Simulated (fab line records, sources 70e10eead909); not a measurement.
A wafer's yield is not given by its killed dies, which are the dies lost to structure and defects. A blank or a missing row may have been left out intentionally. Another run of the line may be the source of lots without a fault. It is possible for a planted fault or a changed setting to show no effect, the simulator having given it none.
Chamber matching | flow nandHarc | 4 sister chambers for NHARC_P_CONTACT_CMP_01 on cmp-03
The step polishes SiO2, target thk 200 nm. 16 wafers are shown with their chamber, then 8 later ones without.

## WAFERS WITH THEIR CHAMBER
wafer  | chamber | motorCurrentA (A)
L075.2 | 3       | 11.5
L075.3 | 0       | 14.2
L075.5 | 1       | 13.7
L076.2 | 1       | 13.4
L076.4 | 2       | 11.8
L076.6 | 1       | 14.1
L082.1 | 1       | 13.6
L082.2 | 3       | 11.3
L082.5 | 3       | 10.9
L085.2 | 3       | 11.3
L085.4 | 2       | 11.7
L085.6 | 2       | 11.2
L086.3 | 1       | 13.4
L086.5 | 1       | 13.9
L086.6 | 0       | 14.0
L088.1 | 0       | 13.7

SIGNATURES (averages over the wafers above)
reading       | chamber 0 | chamber 1 | chamber 2 | chamber 3 | scatter within a chamber
motorCurrentA | 13.967    | 13.683    | 11.567    | 11.250    | 0.276
Rule: distance of a wafer from a chamber = root of the sum over the readings of ((wafer's reading minus chamber's mean) / reading's scatter) squared. The wafer belongs to the nearest chamber; if the next one is less than 2 further off, it can't be placed. How the scatter is found: for the shown wafers, subtract from each reading the mean of its chamber, square and add these, divide the total by (wafers less chambers), then take the root.

## WAFERS WHOSE CHAMBER IS MISSING
wafer  | motorCurrentA (A)
L088.5 | 11.9
L088.6 | 11.6
L090.2 | 11.2
L090.3 | 13.5
L090.4 | 13.4
L096.3 | 11.7
L096.4 | 11.8
L096.5 | 11.5

## CHAMBER TAKEN BY EACH
wafer  | from the rows above     | in truth
L088.5 | can't be placed: 2 or 3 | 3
L088.6 | can't be placed: 2 or 3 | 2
L090.2 | can't be placed: 3 or 2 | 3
L090.3 | can't be placed: 1 or 0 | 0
L090.4 | can't be placed: 1 or 0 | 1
L096.3 | can't be placed: 2 or 3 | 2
L096.4 | can't be placed: 2 or 3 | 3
L096.5 | can't be placed: 2 or 3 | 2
Placed correctly: 0 of 8. Cannot be placed on the basis of these rows: 8; the candidates contain the true chamber in 8. Number placed wrongly: 0.
